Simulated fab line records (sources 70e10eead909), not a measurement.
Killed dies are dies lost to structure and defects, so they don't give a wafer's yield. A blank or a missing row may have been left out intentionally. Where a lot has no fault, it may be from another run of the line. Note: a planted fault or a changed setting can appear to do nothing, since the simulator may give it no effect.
Which tool was responsible? -- flow nand-harc -- Sampling: 13 lots, 39 wafers, 6 of 1159 route steps

== WHAT THE GAUGES READ, wafer by wafer ==
NHARC_A_SOURCE_PLATE_INSPECT_08. Usual: raw-defect-count 53, standard deviation 21.
lot,measured,on,raw-defect-count,flag
L734,day 7 03:50,defect-inspect-02,47 59 54,
L736,day 7 20:58,defect-inspect-02,109 69 68,
L735,day 7 21:00,defect-inspect-02,30 46 52,
L738,day 8 13:43,defect-inspect-02,37 69 56,
L737,day 8 13:43,defect-inspect-02,36 35 33,
L739,day 8 22:07,defect-inspect-02,58 37 78,
L743,day 9 17:36,defect-inspect-01,101 78 86,
L746,day 10 23:50,defect-inspect-01,40 65 66,
L748,day 11 09:53,defect-inspect-02,52 63 52,
L750,day 11 20:20,defect-inspect-02,59 47 32,
L751,day 12 05:02,defect-inspect-01,25 54 94,
L753,day 12 05:02,defect-inspect-02,22 27 28,
L757,day 13 01:19,defect-inspect-02,44 54 31,

NHARC_A_ONON_D1_THK_MEAS_30: measures by ellipsometry. Usual: thk-nm 998 nm, standard deviation 10.
lot,measured,on,thk-nm (nm),flag
L734,day 7 19:04,film-metro-02,1010 1009 1008,
L736,day 8 09:12,film-metro-01,998 999 999,
L735,day 8 09:15,film-metro-01,1008 1009 1007,
L738,day 9 01:55,film-metro-02,1007 1006 1004,
L737,day 9 01:56,film-metro-01,998 997 999,
L739,day 9 10:32,film-metro-02,986 984 986,
L743,day 10 09:14,film-metro-01,1006 1008 1008,
L746,day 11 12:16,film-metro-02,1482 1481 1482,OFF
L748,day 11 22:32,film-metro-01,1511 1510 1510,OFF
L750,day 12 08:47,film-metro-02,979 976 977,
L751,day 12 17:13,film-metro-01,1004 1002 1002,
L753,day 12 17:13,film-metro-02,1016 1017 1017,
L757,day 13 12:01,film-metro-01,997 996 996,

NHARC_A_CHANNEL_HOLE_D1_OVL_MEAS_11. Usual: overlay-x-nm 0.0 nm, standard deviation 0.96; overlay-y-nm -0.2 nm, standard deviation 0.85.
lot,measured,on,overlay-x-nm (nm),overlay-y-nm (nm),flag
L734,day 7 22:42,overlay-02,0.5 0.6 0.6,-0.8 -0.4 -0.9,
L736,day 8 15:22,overlay-01,-0.7 -0.4 -0.4,0.3 1.3 0.8,
L735,day 8 15:39,overlay-02,-0.4 -0.4 -0.2,-0.4 -0.2 -0.1,
L738,day 9 06:17,overlay-01,0.4 0.1 0.5,0.4 0.1 0.5,
L737,day 9 05:19,overlay-01,-0.1 -0.8 -0.4,-1.9 -1.3 -1.5,
L739,day 9 13:55,overlay-01,-0.9 -1.6 -1.6,-0.3 -0.5 0.1,
L743,day 10 15:20,overlay-01,-0.6 -2.2 -2.0,-0.2 0.0 0.6,
L750,day 12 12:11,overlay-01,-0.8 -0.5 -0.6,-0.8 -1.2 -1.0,
L751,day 12 21:29,overlay-02,0.3 0.3 -0.1,-0.8 -0.9 -0.9,
L753,day 12 20:37,overlay-01,0.5 0.3 0.2,-1.6 -1.9 -1.4,
L757,day 13 18:48,overlay-02,-0.5 -0.2 -0.5,1.0 1.5 1.1,

NHARC_END_SORT_01. Usual: killed-at-array 29, standard deviation 11; killed-at-other 0.6, standard deviation 0.92; killed-at-periphery 3.2, standard deviation 2; killed-dies 33, standard deviation 11; killed-open 3.2, standard deviation 2; killed-short 1.9, standard deviation 1.5.
lot,measured,on,killed-at-array,killed-at-other,killed-at-periphery,killed-dies,killed-open,killed-short,flag
L746,day 22 06:48,prober-02,672 675 673,0 0 0,5 2 4,677 677 677,6 1 1,1 3 1,OFF
L748,day 22 23:06,prober-01,674 675 676,0 1 1,3 1 0,677 677 677,5 6 4,2 2 0,OFF

== EACH LOT AND THE TOOL THAT RAN IT (in order: tool; ch and the chambers of the sampled wafers; start) ==
lot,NHARC_A_ONON_D1_DEP_28,NHARC_A_CHANNEL_HOLE_D1_ETCH_16
L734,"pecvd-onon-01 ch 0, day 7 18:36","rie-diel-09 ch 0,2, no start"
L736,"pecvd-onon-04 ch 0, day 8 08:45","rie-diel-09 ch 0,1, no start"
L735,"pecvd-onon-01 ch 0, day 8 08:44","rie-diel-07 ch 0,1,2, no start"
L738,"pecvd-onon-01 ch 0, day 9 01:31","rie-diel-07 ch 1,2,3, no start"
L737,"pecvd-onon-02 ch 0, day 9 01:26","rie-diel-09 ch 1,2,3, no start"
L739,"pecvd-onon-02 ch 0, day 9 10:01","rie-diel-09 ch 0,1,3, no start"
L743,"pecvd-onon-02 ch 0, day 10 08:47","rie-diel-03 ch 1,2,3, no start"
L746,"pecvd-onon-01 ch 0, day 11 11:45",-
L748,"pecvd-onon-01 ch 0, day 11 22:02",-
L750,"pecvd-onon-02 ch 0, day 12 08:17","rie-diel-09 ch 0,1,2, no start"
L751,"pecvd-onon-04 ch 0, day 12 16:52","rie-diel-07 ch 0,1,3, no start"
L753,"pecvd-onon-02 ch 0, day 12 16:46","rie-diel-09 ch 1,2, no start"
L757,"pecvd-onon-04 ch 0, day 13 11:34","rie-diel-07 ch 0,1,3, no start"
- NHARC_A_ONON_D1_DEP_28: target thk 1000 nm.
- NHARC_A_CHANNEL_HOLE_D1_ETCH_16: etches the open film in O2/COS, target depth 3100 nm, time 806 s.

== WHAT THE TOOLS THEMSELVES READ (means of the sampled wafers that have a number; where no wafer has one, the mark that the record gives instead) ==
NHARC_A_CHANNEL_HOLE_D1_ETCH_16. Usual: value, then standard deviation, for each; bias-w 300.1 W / 0.94; drypump-motor-current-A 5.8 A / 0.51; o2-flow-sccm 400.1 sccm / 1.3; oes-product-au 0.996 a.u. / 0.0071; rf-vpp-V 313.8 V / 1.2; showerhead-plenum-p-Torr 3.09 Torr / 0.067; throttle-valve-pct 28.330 % / 0.0084.
lot,tool,bias-w (W),drypump-motor-current-A (A),o2-flow-sccm (sccm),oes-product-au (a.u.),rf-vpp-V (V),showerhead-plenum-p-Torr (Torr),throttle-valve-pct (%),flag
L734,rie-diel-09,300.2,6.2,400.8,1.006,314.4,3.07,28.323,
L736,rie-diel-09,299.8,6.1,400.2,0.998,313.0,3.03,28.328,
L735,rie-diel-07,300.1,5.6,401.1,1.001,313.7,3.09,28.335,
L738,rie-diel-07,300.1,5.8,399.8,0.999,313.5,3.08,28.326,
L737,rie-diel-09,300.2,6.2,400.6,0.996,313.9,3.11,28.335,
L739,rie-diel-09,300.4,6.1,399.2,0.985,313.5,3.09,28.322,
L743,rie-diel-03,299.8,5.5,400.5,1.001,314.1,3.12,28.335,
L750,rie-diel-09,299.8,6.2,401.3,0.995,313.8,3.04,28.331,
L751,rie-diel-07,299.2,6.1,400.8,0.991,313.1,3.05,28.327,
L753,rie-diel-09,300.5,6.1,401.5,0.989,312.8,3.05,28.329,
L757,rie-diel-07,299.4,6.0,399.3,1.001,313.5,3.05,28.329,

== THE ANSWER, worked out from the rows above alone ==
Rule: a lot counts as off when the mean over its wafers that have a number is more than 3 standard deviations away from the usual mean. Also off: a lot with no number at a reading for which 4 or more lots have one. All remaining lots with rows at the step are treated as sound. First the gauges in route order, then the tools' own readings, where a lot's mean is used as printed above. The first step at which some lot is off is used, and at that step the reading that is off furthest; a lot without a number counts as furthest.
Off, at NHARC_A_ONON_D1_THK_MEAS_30 on thk-nm: L746, L748.
A tool fits if, at a process step before that reading, it ran every lot that is off, and no sound lot after the first of them. Not tried: the gauges at NHARC_A_ONON_D1_THK_MEAS_30; whatever is off there is also off at NHARC_END_SORT_01, on other tools, and gauge error can't account for it. One fits: NHARC_A_ONON_D1_DEP_28 on pecvd-onon-01. A fault onset in the window from L738 (day 9 01:31, its last sound lot) to L746 (day 11 11:45, its first lot off) fits.

== WHAT THE SIMULATOR PUT IN ==
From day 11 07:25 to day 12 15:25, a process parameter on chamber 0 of pecvd-onon-01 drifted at NHARC_A_ONON_D1_DEP_28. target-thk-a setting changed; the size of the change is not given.
Shown lots that were struck: L746, L748. The rule above found the same.
